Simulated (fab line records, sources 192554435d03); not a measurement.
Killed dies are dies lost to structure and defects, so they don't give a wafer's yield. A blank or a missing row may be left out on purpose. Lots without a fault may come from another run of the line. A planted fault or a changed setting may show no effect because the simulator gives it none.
fab line records | flow n5_finfet | part 1 of 2: steps 1 to 4 of 6
record lots=21 wafers=63 last_day=17
route steps=1938 shown FIN_SAQP@145 FIN_CUT@164 STI_FIN_REVEAL@190
lots that met no fault: from a run of the same line without faults
start_h: hours from the record's first day to the start of the lot's first wafer shown | wait_h: hours since the lot's step before | " the same as in the row above | L1.1+2: a row that stands for several wafers | - no value, or no start given | * or withheld: withheld | < > ~ a bound
route shown NAME@n: a module of which the file shows steps, and the number in the route of the first | usual: mean/standard deviation of fault-free wafers | same: alike in all rows | chamber/n: place in a boat | sites: the reading at each site | _std_site: their standard deviation | _edge_site: outer sites' mean less inner sites' | radius_mm: how far each site lies from the wafer's centre | mask NAME#n: copy n | behind: the tool/chamber that last shaped the wafer | hold: why the lot was held/for how many hours/how that ended | device: the transistor (n, p or np) that didn't switch | end of line: the same wafers' tests at the end of the route | a step without rows: its recipe alone | killed: dies lost to structure and defects at the first sort, not the wafer's yield | map: a wafer's dies, x killed, . not, _ none there
set.NAME: the setting as run; set.NAME@STEP: as run at that earlier step | model.NAME: the simulator's own value behind a step, which no gauge read
steps of the route over a sample of lots; a table a step, a row a wafer
services: from which hour (start_h, from the record's first day; less than 0 if before it) a tool's chamber was out of use, for how many hours, and why
## steps
# step N5_FIN_SAQP_HM_CD_35
# recipe target_cd_nm=8 polarity=line
# usual cd_nm=8.10/0.25
# columns lot.wafer tool chamber start_h wait_h cd_nm
L074.1 cd_sem-02 - 27.06 0.1 8.09
L074.3 " - " " 8.35
L074.5 " - " " 8.08
L075.2 cd_sem-02 - 33.95 0.1 8.08
L075.4 " - " " 8.13
L075.5 " - " " 8.09
L077.1 cd_sem-02 - 45.02 0.1 8.23
L077.2 " - " " 8.13
L077.4 " - " " 7.92
L078.1 cd_sem-02 - 50.95 0.1 9.08
L078.5 " - " " 8.15
L078.6 " - " " 8.07
L080.2 cd_sem-01 - 63.72 0.1 8.29
L080.3 " - " " 7.71
L080.6 " - " " 8.23
L081.1 cd_sem-03 - 70.00 0.1 7.68
L081.3 " - " " 7.70
L081.6 " - " " 7.87
L082.1 cd_sem-03 - 73.60 0.1 8.24
L082.3 " - " " 8.28
L082.6 " - " " 8.35
L083.3 cd_sem-02 - 80.58 0.1 8.50
L083.4 " - " " 7.96
L083.6 " - " " 8.08
L084.1 cd_sem-03 - 85.91 0.1 8.60
L084.5 " - " " 7.92
L084.6 " - " " 8.10
L085.1 cd_sem-02 - 94.39 0.1 8.17
L085.4 " - " " 8.07
L085.6 " - " " 8.48
L087.1 cd_sem-02 - 107.01 0.1 8.07
L087.3 " - " " 8.29
L087.5 " - " " 7.96
L088.1 cd_sem-01 - 111.23 0.1 8.11
L088.2 " - " " 8.05
L088.4 " - " " 7.73
L089.1 cd_sem-01 - 117.27 0.1 8.41
L089.3 " - " " 8.58
L089.6 " - " " 8.09
L090.1 cd_sem-01 - 123.06 0.1 7.80
L090.4 " - " " 8.02
L090.6 " - " " 7.95
L091.4 cd_sem-03 - 128.68 0.0 8.05
L091.5 " - " " 8.24
L091.6 " - " " 8.18
L092.1 cd_sem-03 - 134.48 0.1 8.17
L092.2 " - " " 7.98
L092.4 " - " " 7.54
L093.1 cd_sem-02 - 140.75 0.1 8.33
L093.4 " - " " 8.20
L093.5 " - " " 8.06
L094.4 cd_sem-01 - 146.17 0.1 8.08
L094.5 " - " " 7.94
L094.6 " - " " 8.04
L095.1 cd_sem-03 - 151.66 0.1 8.24
L095.3 " - " " 8.36
L095.6 " - " " 8.30
L096.1 cd_sem-02 - 158.05 0.1 7.91
L096.5 " - " " 7.88
L096.6 " - " " 7.85
L097.1 cd_sem-02 - 163.42 0.1 7.74
L097.2 " - " " 7.96
L097.6 " - " " 8.15
# step N5_FIN_SAQP_ETCH_64
# recipe chemistry=CF4 target=SiO2 target_depth_a=15 ion_energy_ev=350 pressure_mtorr=10 icp_w=800 bias_w=400 cf4_flow_sccm=80
# usual chamber_pressure_mTorr=9.999/0.0088 drypump_motor_current_A=5.9/0.53 he_backside_leak_sccm=2.8/0.31 oes_product_au=0.995/0.019 throttle_valve_pct=21.82/0.15
# columns lot.wafer tool chamber start_h wait_h chamber_pressure_mTorr drypump_motor_current_A he_backside_leak_sccm oes_product_au rf_hours_counter_h throttle_valve_pct
L074.1 rie_si-03 1 27.11 0.0 9.999 6.2 2.3 0.982 13 21.77
L074.3 " 2 " " 9.985 4.9 2.6 1.013 89 21.75
L074.5 " 0 " " 10.000 5.8 2.4 1.032 - 22.02
L075.2 rie_si-02 2 33.99 0.0 9.990 4.8 2.7 1.007 73 21.90
L075.4 " 0 " " 9.993 6.1 2.6 1.011 11 21.64
L075.5 " 0 " " 10.004 6.1 2.7 0.998 - 21.62
L077.1 rie_si-02 0 45.06 0.0 9.996 6.1 2.7 0.993 12 21.63
L077.2 " 2 " " 10.009 4.7 2.5 1.000 73 21.88
L077.4 " 3 " " 10.007 6.2 2.7 0.984 128 21.80
L078.1 rie_si-02 3 51.00 0.0 10.005 6.2 2.8 0.977 128 21.79
L078.5 " 3 " " 10.004 6.2 2.7 0.980 - 21.81
L078.6 " 2 " " 9.998 4.8 2.6 1.017 - 21.88
L080.2 rie_si-02 0 63.76 0.0 10.000 6.1 2.6 1.005 12 21.63
L080.3 " 3 " " 10.000 6.2 2.6 0.980 128 21.80
L080.6 " 2 " " 10.002 4.8 2.6 1.020 - 21.88
L081.1 rie_si-05 1 70.05 0.0 10.002 6.4 2.5 1.005 8 21.95
L081.3 " 3 " " 9.994 6.2 2.5 1.012 6 21.49
L081.6 " 2 " " 9.992 5.6 2.8 0.979 - 21.93
L082.1 rie_si-05 1 73.65 0.0 9.991 6.4 2.4 1.010 8 21.95
L082.3 " 2 " " 10.001 5.6 2.7 0.981 178 21.94
L082.6 " 3 " " 10.007 6.2 2.9 1.018 - 21.49
L083.3 rie_si-05 0 80.62 0.0 10.021 6.0 3.2 1.001 7 21.96
L083.4 " 1 " " 9.993 6.4 2.4 1.007 8 21.94
L083.6 " 3 " " 9.981 6.2 2.9 1.018 - 21.49
L084.1 rie_si-03 1 85.96 0.0 9.994 6.3 2.6 0.983 14 21.76
L084.5 " 0 " " 10.005 5.8 2.3 1.036 - 22.02
L084.6 " 3 " " 10.004 6.6 3.0 0.968 - 21.84
L085.1 rie_si-03 3 94.43 0.0 9.994 6.6 2.9 0.976 191 21.81
L085.4 " 1 " " 9.992 6.3 2.4 0.974 14 21.76
L085.6 " 1 " " 10.012 6.3 2.3 0.974 - 21.75
L087.1 rie_si-02 2 107.06 0.0 10.010 4.7 2.6 1.006 75 21.88
L087.3 " 1 " " 9.988 5.8 3.5 0.982 21 21.92
L087.5 " 1 " " 9.984 5.8 3.5 0.982 - 21.92
L088.1 rie_si-05 2 111.28 0.0 10.005 5.6 2.7 0.979 179 21.94
L088.2 " 3 " " 10.000 6.2 2.8 1.027 6 21.48
L088.4 " 0 " " 9.990 6.0 3.2 1.002 8 21.97
L089.1 rie_si-03 3 117.32 0.0 9.993 6.6 2.8 0.960 191 21.82
L089.3 " 1 " " 9.997 6.2 2.3 0.980 15 21.76
L089.6 " 3 " " 9.995 6.6 2.7 0.967 - 21.80
L090.1 rie_si-02 0 123.11 0.0 10.003 6.1 2.7 1.005 13 21.63
L090.4 " 3 " " 9.995 6.3 2.8 0.978 129 21.79
L090.6 " 0 " " 9.990 6.1 2.9 0.996 - 21.63
L091.4 rie_si-02 1 128.72 0.0 9.981 5.8 3.3 0.980 21 21.94
L091.5 " 1 " " 10.010 5.8 3.4 0.975 - 21.93
L091.6 " 0 " " 10.008 6.1 2.8 1.004 - 21.64
L092.1 rie_si-02 0 134.53 0.0 10.004 6.1 2.8 0.988 14 21.63
L092.2 " 2 " " 9.993 4.8 2.6 1.005 75 21.89
L092.4 " 1 " " 10.010 5.8 3.4 0.973 21 21.92
L093.1 rie_si-02 1 140.80 0.0 9.986 5.8 3.3 0.977 21 21.93
L093.4 " 0 " " 10.016 6.1 2.6 0.993 14 21.63
L093.5 " 3 " " 10.008 6.2 2.8 0.983 - 21.79
L094.4 rie_si-02 0 146.21 0.0 9.988 6.1 2.7 0.996 14 21.64
L094.5 " 2 " " 10.006 4.7 2.7 1.006 - 21.89
L094.6 " 1 " " 9.989 5.8 3.3 0.972 - 21.91
L095.1 rie_si-05 3 151.71 0.0 9.990 6.2 2.6 1.022 7 21.49
L095.3 " 2 " " 9.993 5.6 2.7 0.982 180 21.94
L095.6 " 0 " " 10.002 6.0 3.1 0.994 - 21.98
L096.1 rie_si-03 0 158.10 0.0 10.004 5.8 2.4 1.031 24 22.03
L096.5 " 2 " " 9.992 4.9 2.5 1.017 - 21.74
L096.6 " 1 " " 9.999 6.3 2.3 0.974 - 21.76
L097.1 rie_si-05 3 163.47 0.0 9.992 6.2 2.7 1.010 7 21.48
L097.2 " 1 " " 9.991 6.4 2.4 1.002 10 21.95
L097.6 " 1 " " 9.996 6.4 2.5 1.003 - 21.96
# step N5_FIN_CUT_OVL_MEAS_09
# recipe points_per_wafer=522
# usual FIN_CUT_OVL=-0.7/0.65
# same points_per_wafer=522
# columns lot.wafer tool chamber start_h wait_h FIN_CUT_OVL[nm]
L074.1 overlay-01 0 27.76 0.0 -0.1
L074.3 " 0 " " -0.1
L074.5 " 0 " " -0.7
L075.2 overlay-02 0 34.60 0.0 -1.2
L075.4 " 0 " " -1.4
L075.5 " 0 " " -1.1
L077.1 overlay-01 0 45.67 0.0 -1.5
L077.2 " 0 " " -0.8
L077.4 " 0 " " -2.2
L078.1 overlay-02 0 51.61 0.0 -0.6
L078.5 " 0 " " -1.1
L078.6 " 0 " " 0.2
L080.2 overlay-02 0 64.43 0.0 1.1
L080.3 " 0 " " -0.1
L080.6 " 0 " " 0.7
L081.1 overlay-01 0 70.65 0.0 -0.7
L081.3 " 0 " " -1.0
L081.6 " 0 " " -0.5
L082.1 overlay-02 0 74.40 0.0 -1.9
L082.3 " 0 " " -0.6
L082.6 " 0 " " 0.0
L083.3 overlay-01 0 81.28 0.0 -1.0
L083.4 " 0 " " 1.1
L083.6 " 0 " " 0.2
L084.1 overlay-01 0 86.57 0.0 -1.2
L084.5 " 0 " " -0.8
L084.6 " 0 " " -1.3
L085.1 overlay-01 0 95.05 0.0 -0.9
L085.4 " 0 " " -0.2
L085.6 " 0 " " -0.7
L087.1 overlay-02 0 107.71 0.0 -1.3
L087.3 " 0 " " -1.1
L087.5 " 0 " " -1.0
L088.1 overlay-02 0 111.91 0.0 0.1
L088.2 " 0 " " -0.3
L088.4 " 0 " " -0.8
L089.1 overlay-02 0 117.92 0.0 -0.7
L089.3 " 0 " " -0.5
L089.6 " 0 " " -1.0
L090.1 overlay-01 0 123.72 0.0 -1.9
L090.4 " 0 " " -0.7
L090.6 " 0 " " -1.9
L091.4 overlay-02 0 129.35 0.0 -0.4
L091.5 " 0 " " -0.3
L091.6 " 0 " " -1.0
L092.1 overlay-01 0 135.13 0.0 -0.6
L092.2 " 0 " " -0.5
L092.4 " 0 " " -1.3
L093.1 overlay-01 0 141.40 0.0 -0.4
L093.4 " 0 " " 0.8
L093.5 " 0 " " 0.1
L094.4 overlay-02 0 146.87 0.0 -0.7
L094.5 " 0 " " -0.8
L094.6 " 0 " " -0.2
L095.1 overlay-01 0 152.44 0.0 -0.6
L095.3 " 0 " " 0.3
L095.6 " 0 " " 0.1
L096.1 overlay-02 0 158.87 0.0 -0.7
L096.5 " 0 " " -1.7
L096.6 " 0 " " -0.9
L097.1 overlay-01 0 164.08 0.0 -1.1
L097.2 " 0 " " -1.2
L097.6 " 0 " " -1.4
# step N5_FIN_CUT_DESCUM_13
# recipe chemistry=O2 time_s=7 source_power_w=50 bias_power_w=20 pressure_mtorr=20 rf_frequency_hz=2.712e+07 temp_c=40 resist=CAR-EUV o2_flow_sccm=225
# usual chamber_pressure_mTorr=19.997/0.019 drypump_motor_current_A=5.9/0.33 oes_product_au=0.78/0.076 rf_vpp_V=243.5/1.4 showerhead_plenum_p_Torr=2.12/0.08 throttle_valve_pct=20.44/0.22
# columns lot.wafer tool chamber start_h wait_h chamber_pressure_mTorr drypump_motor_current_A oes_product_au rf_hours_counter_h rf_vpp_V showerhead_plenum_p_Torr throttle_valve_pct
L074.1 rie_diel-02 1 28.12 0.0 19.986 6.3 0.69 238 244.5 2.05 20.46
L074.3 " 3 " " 20.020 5.6 0.72 194 244.4 2.17 20.62
L074.5 " 1 " " 19.963 6.3 0.69 - 241.2 2.05 20.44
L075.2 rie_diel-01 1 34.69 0.0 20.008 5.9 0.72 196 242.9 2.07 20.94
L075.4 " 2 " " 20.044 5.6 0.78 144 243.4 2.18 20.38
L075.5 " 2 " " 19.968 5.6 0.79 - 246.1 2.18 20.37
L077.1 rie_diel-02 2 45.76 0.0 19.957 5.9 0.90 29 242.3 2.06 20.15
L077.2 " 1 " " 20.021 6.4 0.68 243 243.1 2.05 20.45
L077.4 " 3 " " 20.009 5.6 0.72 198 243.7 2.17 20.60
L078.1 rie_diel-02 2 51.70 0.0 20.018 5.9 0.89 31 243.6 2.06 20.16
L078.5 " 2 " " 20.003 5.9 0.90 - 242.7 2.06 20.17
L078.6 " 3 " " 20.006 5.6 0.72 - 245.2 2.17 20.61
L080.2 rie_diel-02 2 64.53 0.0 20.026 5.9 0.88 34 243.1 2.05 20.17
L080.3 " 1 " " 19.996 6.4 0.68 249 242.4 2.04 20.46
L080.6 " 3 " " 19.997 5.5 0.71 - 244.6 2.17 20.63
L081.1 rie_diel-06 3 70.74 0.0 20.010 6.4 0.75 171 243.7 2.20 20.68
L081.3 " 2 " " 20.028 5.9 0.83 68 244.1 2.20 20.39
L081.6 " 2 " " 19.994 5.9 0.83 - 243.7 2.20 20.39
L082.1 rie_diel-06 1 74.49 0.0 19.997 6.0 0.76 117 244.4 2.22 20.57
L082.3 " 2 " " 19.968 5.9 0.82 69 244.8 2.20 20.41
L082.6 " 1 " " 19.989 6.0 0.76 - 243.8 2.22 20.60
L083.3 rie_diel-06 0 81.36 0.0 19.982 5.6 0.78 148 242.1 2.10 20.49
L083.4 " 1 " " 20.007 6.0 0.75 119 243.6 2.22 20.60
L083.6 " 0 " " 19.997 5.6 0.78 - 242.7 2.10 20.50
L084.1 rie_diel-02 2 86.82 0.2 20.013 5.9 0.87 42 242.3 2.05 20.19
L084.5 " 0 " " 19.970 5.6 0.74 - 241.8 2.00 20.22
L084.6 " 3 " " 20.009 5.5 0.71 - 243.0 2.16 20.63
L085.1 rie_diel-06 3 95.14 0.0 20.004 6.4 0.74 178 243.4 2.19 20.67
L085.4 " 0 " " 20.003 5.6 0.78 151 244.0 2.10 20.48
L085.6 " 1 " " 20.004 6.0 0.75 - 244.3 2.22 20.60
L087.1 rie_diel-01 1 107.80 0.0 19.988 5.9 0.69 221 243.5 2.06 20.97
L087.3 " 3 " " 19.969 6.2 0.86 37 245.1 2.21 20.30
L087.5 " 1 " " 20.010 5.9 0.69 - 243.1 2.06 20.99
L088.1 rie_diel-02 0 112.01 0.0 20.013 5.6 0.73 197 241.7 1.99 20.24
L088.2 " 2 " " 19.975 6.0 0.86 52 243.2 2.05 20.20
L088.4 " 0 " " 20.012 5.6 0.73 - 240.6 1.99 20.23
L089.1 rie_diel-02 2 118.01 0.0 19.986 5.9 0.86 55 242.4 2.05 20.19
L089.3 " 0 " " 20.006 5.6 0.72 200 241.9 1.99 20.27
L089.6 " 0 " " 19.988 5.6 0.72 - 241.6 1.99 20.26
L090.1 rie_diel-02 0 123.82 0.0 19.986 5.7 0.72 202 240.6 1.99 20.25
L090.4 " 0 " " 19.978 5.6 0.72 - 240.8 1.99 20.25
L090.6 " 2 " " 20.029 5.9 0.86 - 242.0 2.05 20.20
L091.4 rie_diel-01 0 129.42 0.0 20.028 5.1 0.93 18 242.3 2.03 20.24
L091.5 " 3 " " 19.995 6.2 0.86 - 245.0 2.21 20.31
L091.6 " 0 " " 20.008 5.1 0.92 - 243.3 2.03 20.22
L092.1 rie_diel-06 3 135.23 0.0 20.011 6.5 0.73 189 244.4 2.19 20.68
L092.2 " 0 " " 19.984 5.6 0.77 162 244.2 2.09 20.52
L092.4 " 2 " " 19.999 5.9 0.81 86 246.6 2.20 20.39
L093.1 rie_diel-02 3 141.49 0.0 20.004 5.5 0.68 232 244.9 2.16 20.66
L093.4 " 0 " " 19.979 5.6 0.72 207 242.6 1.99 20.26
L093.5 " 1 " " 19.980 6.4 0.97 - 243.2 2.04 20.06
L094.4 rie_diel-02 1 146.94 0.0 19.976 6.4 0.96 10 242.5 2.04 20.08
L094.5 " 0 " " 19.968 5.6 0.71 - 242.1 1.99 20.26
L094.6 " 1 " " 19.980 6.4 0.97 - 242.5 2.04 20.06
L095.1 rie_diel-01 1 152.53 0.0 19.988 5.9 0.69 234 244.7 2.06 21.01
L095.3 " 3 " " 20.004 6.2 0.85 49 244.9 2.21 20.33
L095.6 " 3 " " 19.973 6.2 0.85 - 243.4 2.21 20.32
L096.1 rie_diel-06 3 158.96 0.0 19.971 6.4 0.72 197 245.6 2.19 20.70
L096.5 " 3 " " 19.996 6.4 0.72 - 244.7 2.19 20.71
L096.6 " 0 " " 19.992 5.6 0.76 - 242.4 2.09 20.52
L097.1 rie_diel-01 2 164.17 0.0 20.035 5.6 0.75 184 244.8 2.17 20.42
L097.2 " 3 " " 19.999 6.2 0.83 52 245.1 2.21 20.32
L097.6 " 2 " " 19.967 5.6 0.75 - 243.6 2.17 20.40
